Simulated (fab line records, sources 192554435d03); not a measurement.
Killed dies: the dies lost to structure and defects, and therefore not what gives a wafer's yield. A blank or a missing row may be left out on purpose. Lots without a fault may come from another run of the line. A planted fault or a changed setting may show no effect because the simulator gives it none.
A lot that was struck, set against a sound lot -- flow n5Finfet -- 17 out of 1938 route steps
Sound: the wafers L892.1, L892.4, L892.5. Wafers struck: L891.3, L891.5, L891.6. The cause is named last.
Each step with rows lists, per side, the tool, then ch with its chambers, then its first start. Under that, the readings that differ: sound wafers -- struck wafers -- difference of the means -- sigmas: that difference in standard deviations of wafers without a fault.
alike: words and numbers the same on both sides, and readings whose means are apart by under 2 such deviations; not compared: readings that were withheld, readings missing a value for some wafer, numbers with overlapping values and no deviation given by the record, and bounds like >300 which may hide the same value.
Wherever a step has rows on one side only, a row that says differs or no value, or a row with sigmas, the two part there. When numbers do not overlap yet have no deviation, they are printed without sigmas and do not part them. A reading missing from all wafers of one side parts the sides only when that side holds two or more wafers.

first, 5 steps without rows for these wafers: N5_SD_EPI_P_SRD_49 (time 30 s); N5_SD_EPI_P_PRECLEAN_24 (cleans in O3/DIW, time 45 s); N5_SD_EPI_P_PRECLEAN_32 (cleans in dHF, time 10 s); N5_SD_EPI_P_PRECLEAN_33 (cleans in SC2, time 45 s); N5_SD_EPI_P_SRD_25 (time 30 s).
N5_SD_EPI_P_INSPECT_26: inspects for defects (darkfield).
  sound on defectInspect-02 at day 6 08:16; struck on defectInspect-02 at day 6 02:15
  alike: rawDefectCount
N5_SD_ACTIVATION_RTA_00: time 0 s.
  sound on rtpAnneal-01 ch 0, day 6 08:38; struck on rtpAnneal-02 ch 0, day 6 02:31
  alike: lampPowerPct, lamp_zone_7_pct, wafer_temp_C_max
N5_SD_ACTIVATION_LSA_01: time 0.0008 s.
  sound on laserAnneal-01 ch 0, day 6 08:50; struck on laserAnneal-02 ch 0, day 6 02:43
  alike: wafer_temp_C_max
N5_SD_ACTIVATION_RS_MEAS_03: measurement is done with a four-point probe.
  sound on filmMetro-01 at day 6 09:02; struck on filmMetro-02 at day 6 02:55
  alike: RS_SD_N, RS_SD_P
N5_SD_ACTIVATION_INSPECT_02: inspects for defects (darkfield).
  sound on defectInspect-02 at day 6 09:22; struck on defectInspect-02 at day 6 03:11
  alike: rawDefectCount
N5_ILD0_LINER_00: material SiNx, target thk 4 nm, pulse time 1 s, purge time 2 s.
  sound on aldSin-01 ch 0,2,3, day 6 09:38; struck on aldSin-01 ch 1,2,3, day 6 03:31
  alike: heaterPowerW, precursorPulseHeightRel
N5_ILD0_FCVD_FILL_01: material SiO2 flowable, target thk 200 nm, time 328.3 s.
  sound on fcvd-02 ch 0, day 6 10:04; struck on fcvd-02 ch 0,1, day 6 04:36
then, 1 step without rows for these wafers: N5_ILD0_CURE_02 (time 1800 s).
N5_ILD0_CMP_03: polishes, stops on SiNx, t overpolish 1.9 s, target thk 197.38 nm.
  sound on cmp-03 ch 0,2,3, day 6 12:05; struck on cmp-02 ch 0,1,3, day 6 06:37
reading,sound,struck,difference,sigmas
timeToEndpointS (s),77 60 66,139 149 134,+73,+15
  alike: motorCurrentA, overpolishRunS
  not compared: model.SiO2_flowable_of_ILD0_FCVD_FILL_01.thkNm
N5_ILD0_THK_MEAS_04:
  sound on filmMetro-02 at day 6 12:19; struck on filmMetro-01 at day 6 06:49
  alike: thkNm
-- the record jumps here: 4 days lie between the struck wafers' starts before and after (it left off in module ILD0 and takes up again in module BEOL_M4, whose first step shown is number 1111 of the route) --
N5_BEOL_M4_RC_MEAS_101:
  sound on prober-01 ch 0, day 11 01:46; struck on prober-02 ch 0, day 10 14:26
  alike: DIBL_N, DIBL_P, IOFF_N, IOFF_P, ION_N, ION_P, SS_N, SS_P, VT_N, VT_P
then, 1 step without rows for these wafers: N5_PASSIVATION_PROBE_49.

## WHERE THEY PART
Only at N5_ILD0_CMP_03, within this record. Later steps at which nothing parts them and some readings are alike: N5_ILD0_THK_MEAS_04, N5_BEOL_M4_RC_MEAS_101.

WHY: whatever the simulator had introduced
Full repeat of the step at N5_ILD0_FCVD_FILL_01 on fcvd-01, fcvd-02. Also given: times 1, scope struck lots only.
